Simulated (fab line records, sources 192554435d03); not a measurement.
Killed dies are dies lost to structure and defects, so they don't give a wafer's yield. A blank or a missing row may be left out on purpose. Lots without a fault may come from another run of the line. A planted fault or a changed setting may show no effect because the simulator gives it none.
Which tool did it? | flow n5_finfet | 9 lots, 27 wafers sampled, at 6 steps of a route of 1938

WHAT THE GAUGES READ, wafer by wafer
The record holds no reading of a measuring or inspecting step that can be judged against a usual standard deviation.

WHICH TOOL RAN EACH LOT (tool, then ch and the chambers of the sampled wafers, then the start)
lot  | N5_WELL_APT_IMPLANT_14         | N5_WELL_APT_DESCUM_30             | N5_WELL_APT_RTA_34              | N5_PMOS_HMC_CHANNEL_EPI_HM_DEP_34 | N5_PMOS_HMC_CHANNEL_EPI_DESCUM_14 | N5_PASSIVATION_PROBE_49
L642 | implanter-01 ch 0, day 1 19:59 | rie_diel-05 ch 0,1, day 1 21:01   | rtp_anneal-02 ch 0, day 1 21:56 | pecvd-02 ch 0,1,2, day 1 22:51    | rie_diel-01 ch 0,2,3, day 1 23:21 | prober-02, day 12 02:31
L643 | implanter-02 ch 0, day 2 02:32 | rie_diel-04 ch 0,1,3, day 2 04:02 | rtp_anneal-02 ch 0, day 2 05:09 | pecvd-01 ch 0,1, day 2 06:16      | rie_diel-01 ch 0,2,3, day 2 06:53 | -
L646 | implanter-02 ch 0, day 2 20:02 | rie_diel-04 ch 0,1,3, day 2 21:01 | rtp_anneal-01 ch 0, day 2 21:49 | pecvd-04 ch 0,1, day 2 22:42      | rie_diel-06 ch 0,1,2, day 2 23:35 | -
L648 | implanter-02 ch 0, day 3 08:03 | rie_diel-05 ch 1,2, day 3 09:07   | rtp_anneal-02 ch 0, day 3 09:55 | pecvd-04 ch 0,1,2, day 3 10:48    | rie_diel-06 ch 1,2, day 3 11:17   | prober-01, day 13 18:44
L649 | implanter-02 ch 0, day 3 14:02 | rie_diel-04 ch 0,1,3, day 3 15:44 | rtp_anneal-02 ch 0, day 3 16:44 | pecvd-04 ch 1,2, day 3 17:38      | rie_diel-06 ch 2,3, day 3 18:07   | -
L651 | implanter-01 ch 0, day 4 02:05 | rie_diel-05 ch 0,2,3, day 4 03:11 | rtp_anneal-01 ch 0, day 4 04:10 | pecvd-04 ch 0,1, day 4 05:14      | rie_diel-06 ch 0,1, day 4 05:49   | prober-02, day 14 22:14
L652 | implanter-02 ch 0, day 4 07:54 | rie_diel-05 ch 0,1,3, day 4 08:53 | rtp_anneal-02 ch 0, day 4 09:41 | pecvd-04 ch 0,2, day 4 10:47      | rie_diel-01 ch 0,2,3, day 4 11:29 | prober-01, day 15 06:43
L659 | implanter-01 ch 0, day 6 01:58 | rie_diel-03 ch 0,1,2, day 6 03:11 | rtp_anneal-01 ch 0, day 6 04:00 | pecvd-02 ch 0,1,2, day 6 04:55    | rie_diel-06 ch 1,2,3, day 6 05:16 | prober-02, day 17 02:49
L661 | implanter-01 ch 0, day 6 14:01 | rie_diel-03 ch 1,3, day 6 15:02   | rtp_anneal-01 ch 0, day 6 16:15 | pecvd-01 ch 0, day 6 17:11        | rie_diel-01 ch 0,1,2, day 6 17:43 | prober-01, day 18 02:25
- N5_WELL_APT_IMPLANT_14
- N5_WELL_APT_DESCUM_30: chemistry O2, time 7.9 s.
- N5_WELL_APT_RTA_34: time 10 s.
- N5_PMOS_HMC_CHANNEL_EPI_HM_DEP_34: deposits SiO2 from TEOS/O2, target thk 36 nm, time 6.9 s.
- N5_PMOS_HMC_CHANNEL_EPI_DESCUM_14: chemistry O2, time 7.9 s.
- N5_PASSIVATION_PROBE_49

WHAT THE TOOLS THEMSELVES READ (means of the sampled wafers that have a number; where no wafer has one, the mark that the record gives instead)
N5_WELL_APT_IMPLANT_14. Usual: dose_ions_cm2 1.5e+13, standard deviation 1.5e+10; faraday_current_uA 190, standard deviation 3.7; rotation_deg 0.000 degrees, standard deviation 0.018.
lot  | tool         | dose_ions_cm2 | faraday_current_uA | rotation_deg (degrees) | flag
L642 | implanter-01 | 1.5e+13       | 189                | 0.004                  |
L643 | implanter-02 | 1.5e+13       | 188                | -0.013                 |
L646 | implanter-02 | 1.5e+13       | 194                | 0.006                  |
L648 | implanter-02 | 1.5e+13       | 189                | -0.007                 |
L649 | implanter-02 | 1.5e+13       | 191                | -0.001                 |
L651 | implanter-01 | 1.5e+13       | 192                | 0.032                  |
L652 | implanter-02 | 1.5e+13       | 189                | -0.015                 |
L659 | implanter-01 | 8.2e+12       | 104                | 0.013                  | OFF
L661 | implanter-01 | 8.2e+12       | 104                | 0.010                  | OFF

N5_WELL_APT_DESCUM_30. Usual: drypump_motor_current_A 5.8 A, standard deviation 0.35; oes_product_au 0.80 a.u., standard deviation 0.085; rf_vpp_V 243.8 V, standard deviation 1.4; showerhead_plenum_p_Torr 2.14 Torr, standard deviation 0.067; throttle_valve_pct 20.41 %, standard deviation 0.25.
lot  | tool        | drypump_motor_current_A (A) | oes_product_au (a.u.) | rf_vpp_V (V) | showerhead_plenum_p_Torr (Torr) | throttle_valve_pct (%) | flag
L642 | rie_diel-05 | 5.5                         | 0.73                  | 244.3        | 2.12                            | 20.44                  |
L643 | rie_diel-04 | 6.3                         | 0.75                  | 244.4        | 2.15                            | 20.58                  |
L646 | rie_diel-04 | 6.3                         | 0.74                  | 243.3        | 2.15                            | 20.58                  |
L648 | rie_diel-05 | 5.5                         | 0.88                  | 244.4        | 2.16                            | 20.33                  |
L649 | rie_diel-04 | 6.4                         | 0.75                  | 244.0        | 2.15                            | 20.60                  |
L651 | rie_diel-05 | 5.7                         | 0.92                  | 244.7        | 2.14                            | 20.21                  |
L652 | rie_diel-05 | 5.6                         | 0.86                  | 244.1        | 2.16                            | 20.27                  |
L659 | rie_diel-03 | 5.6                         | 0.79                  | 244.5        | 2.13                            | 20.26                  |
L661 | rie_diel-03 | 5.5                         | 0.74                  | 243.1        | 2.06                            | 20.51                  |

N5_WELL_APT_RTA_34. Usual: lamp_power_pct 13.00 %, standard deviation 0.052; lamp_zone_1_pct 13.000 %, standard deviation 0.026; lamp_zone_2_pct 12.997 %, standard deviation 0.028; lamp_zone_3_pct 12.99 %, standard deviation 0.032; lamp_zone_4_pct 12.994 %, standard deviation 0.028; lamp_zone_5_pct 12.997 %, standard deviation 0.028; lamp_zone_6_pct 12.921 %, standard deviation 0.026; lamp_zone_7_pct 13.425 %, standard deviation 0.029; wafer_temp_C_max 1003.7, standard deviation 1.2.
lot  | tool          | lamp_power_pct (%) | lamp_zone_1_pct (%) | lamp_zone_2_pct (%) | lamp_zone_3_pct (%) | lamp_zone_4_pct (%) | lamp_zone_5_pct (%) | lamp_zone_6_pct (%) | lamp_zone_7_pct (%) | wafer_temp_C_max | flag
L642 | rtp_anneal-02 | 12.98              | 12.989              | 12.978              | 12.99               | 12.977              | 13.011              | 12.928              | 13.437              | 1002.9           |
L643 | rtp_anneal-02 | 12.98              | 12.993              | 13.011              | 13.01               | 13.016              | 12.991              | 12.924              | 13.400              | 1003.0           |
L646 | rtp_anneal-01 | 13.04              | 13.004              | 13.002              | 13.02               | 12.983              | 13.016              | 12.904              | 13.396              | 1002.9           |
L648 | rtp_anneal-02 | 12.96              | 12.996              | 13.001              | 13.00               | 12.986              | 12.985              | 12.943              | 13.436              | 1002.4           |
L649 | rtp_anneal-02 | 13.02              | 12.986              | 12.990              | 13.00               | 13.009              | 12.998              | 12.907              | 13.427              | 1003.2           |
L651 | rtp_anneal-01 | 13.04              | 13.014              | 12.991              | 13.01               | 13.013              | 13.014              | 12.906              | 13.423              | 1004.6           |
L652 | rtp_anneal-02 | 13.01              | 12.989              | 13.014              | 12.99               | 12.997              | 12.995              | 12.918              | 13.450              | 1004.5           |
L659 | rtp_anneal-01 | 13.50              | 13.438              | 13.460              | 13.43               | 13.460              | 13.441              | 13.378              | 13.886              | 1004.0           | OFF
L661 | rtp_anneal-01 | 13.44              | 13.486              | 13.476              | 13.45               | 13.473              | 13.434              | 13.371              | 13.873              | 1004.1           | OFF

N5_PMOS_HMC_CHANNEL_EPI_HM_DEP_34. Usual: heater_power_w 510 W, standard deviation 56; showerhead_plenum_p_Torr 8.343 Torr, standard deviation 0.027; throttle_valve_pct 19.2 %, standard deviation 1.1.
lot  | tool     | heater_power_w (W) | showerhead_plenum_p_Torr (Torr) | throttle_valve_pct (%) | flag
L642 | pecvd-02 | 508                | 8.317                           | 19.5                   |
L643 | pecvd-01 | 473                | 8.367                           | 19.3                   |
L646 | pecvd-04 | 518                | 8.348                           | 19.6                   |
L648 | pecvd-04 | 519                | 8.344                           | 18.6                   |
L649 | pecvd-04 | 547                | 8.346                           | 18.8                   |
L651 | pecvd-04 | 501                | 8.362                           | 19.5                   |
L652 | pecvd-04 | 506                | 8.368                           | 17.5                   |
L659 | pecvd-02 | 498                | 8.319                           | 19.5                   |
L661 | pecvd-01 | 526                | 8.364                           | 18.8                   |

N5_PMOS_HMC_CHANNEL_EPI_DESCUM_14. Usual: drypump_motor_current_A 5.7 A, standard deviation 0.53; oes_product_au 0.81 a.u., standard deviation 0.09; rf_vpp_V 243.0 V, standard deviation 1.3; showerhead_plenum_p_Torr 2.09 Torr, standard deviation 0.066; throttle_valve_pct 20.31 %, standard deviation 0.19.
lot  | tool        | drypump_motor_current_A (A) | oes_product_au (a.u.) | rf_vpp_V (V) | showerhead_plenum_p_Torr (Torr) | throttle_valve_pct (%) | flag
L642 | rie_diel-01 | 5.1                         | 0.86                  | 243.5        | 2.10                            | 20.29                  |
L643 | rie_diel-01 | 5.1                         | 0.85                  | 243.3        | 2.10                            | 20.29                  |
L646 | rie_diel-06 | 6.0                         | 0.79                  | 243.8        | 2.13                            | 20.36                  |
L648 | rie_diel-06 | 6.0                         | 0.79                  | 244.1        | 2.13                            | 20.22                  |
L649 | rie_diel-06 | 5.7                         | 0.78                  | 243.1        | 2.07                            | 20.15                  |
L651 | rie_diel-06 | 6.3                         | 0.85                  | 244.0        | 2.17                            | 20.43                  |
L652 | rie_diel-01 | 5.1                         | 0.82                  | 242.9        | 2.10                            | 20.31                  |
L659 | rie_diel-06 | 6.1                         | 0.83                  | 243.8        | 2.11                            | 20.24                  |
L661 | rie_diel-01 | 5.5                         | 0.78                  | 242.0        | 2.08                            | 20.29                  |

N5_PASSIVATION_PROBE_49. Usual: killed_at_M0_to_M3 35, standard deviation 11; killed_at_M4_up 14, standard deviation 5.4; killed_at_contacts 12, standard deviation 6.2; killed_at_front_end 38, standard deviation 11; killed_at_other 4.1, standard deviation 2.8; killed_dies 103, standard deviation 17; killed_open 66, standard deviation 13; killed_short 34, standard deviation 8.2.
lot  | tool      | killed_at_M0_to_M3 | killed_at_M4_up | killed_at_contacts | killed_at_front_end | killed_at_other | killed_dies | killed_open | killed_short | flag
L642 | prober-02 | 42                 | 21              | 13                 | 41                  | 2.7             | 120         | 82          | 34           |
L648 | prober-01 | 50                 | 23              | 19                 | 34                  | 5.7             | 132         | 88          | 40           |
L651 | prober-02 | 25                 | 11              | 14                 | 46                  | 8.3             | 105         | 61          | 41           |
L652 | prober-01 | 34                 | 21              | 9                  | 42                  | 3.7             | 110         | 77          | 31           |
L659 | prober-02 | 36                 | 10              | 5                  | 37                  | 5.7             | 93          | 61          | 30           |
L661 | prober-01 | 54                 | 10              | 13                 | 42                  | 3.7             | 122         | 78          | 41           |

THE ANSWER, worked out from the rows above alone
Rule: a lot is off if the mean of its wafers that have a number lies more than 3 standard deviations from the usual mean. A lot without any number at a reading at which 4 lots or more have one is off too. The other lots that the step has rows for count as sound. The gauges are gone through in route order, then the tools' own readings, and for those a lot's mean is taken as printed above. The first step at which some lot is off is used, and at that step the reading that is off furthest; a lot without a number counts as furthest.
Off: L659, L661, at N5_WELL_APT_IMPLANT_14 (dose_ions_cm2).
A tool fits if, at that step or a process step before it, it ran every lot that is off, and no sound lot after the first of them. One fits: implanter-01 at N5_WELL_APT_IMPLANT_14. Its last sound lot is L651 (day 4 02:05), its first lot that is off L659 (day 6 01:58): a fault that began between those two fits.
The tool's own readings at N5_WELL_APT_IMPLANT_14 bear it out: on the lots that are off they differ by more than 5 times the standard deviation of the sound lots' means. dose_ions_cm2 reads 8.2e+12 there against 1.5e+13 on the sound lots; faraday_current_uA reads 104 there against 190 on the sound lots.

WHAT THE SIMULATOR HAD PUT IN
Process parameter drift: implanter-01, from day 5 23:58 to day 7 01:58, at N5_WELL_APT_IMPLANT_14. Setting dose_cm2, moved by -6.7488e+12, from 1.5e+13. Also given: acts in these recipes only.
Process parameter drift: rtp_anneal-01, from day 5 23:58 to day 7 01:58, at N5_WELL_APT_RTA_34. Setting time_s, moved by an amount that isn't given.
Lots struck among those shown: L659, L661. The rule above found the same.
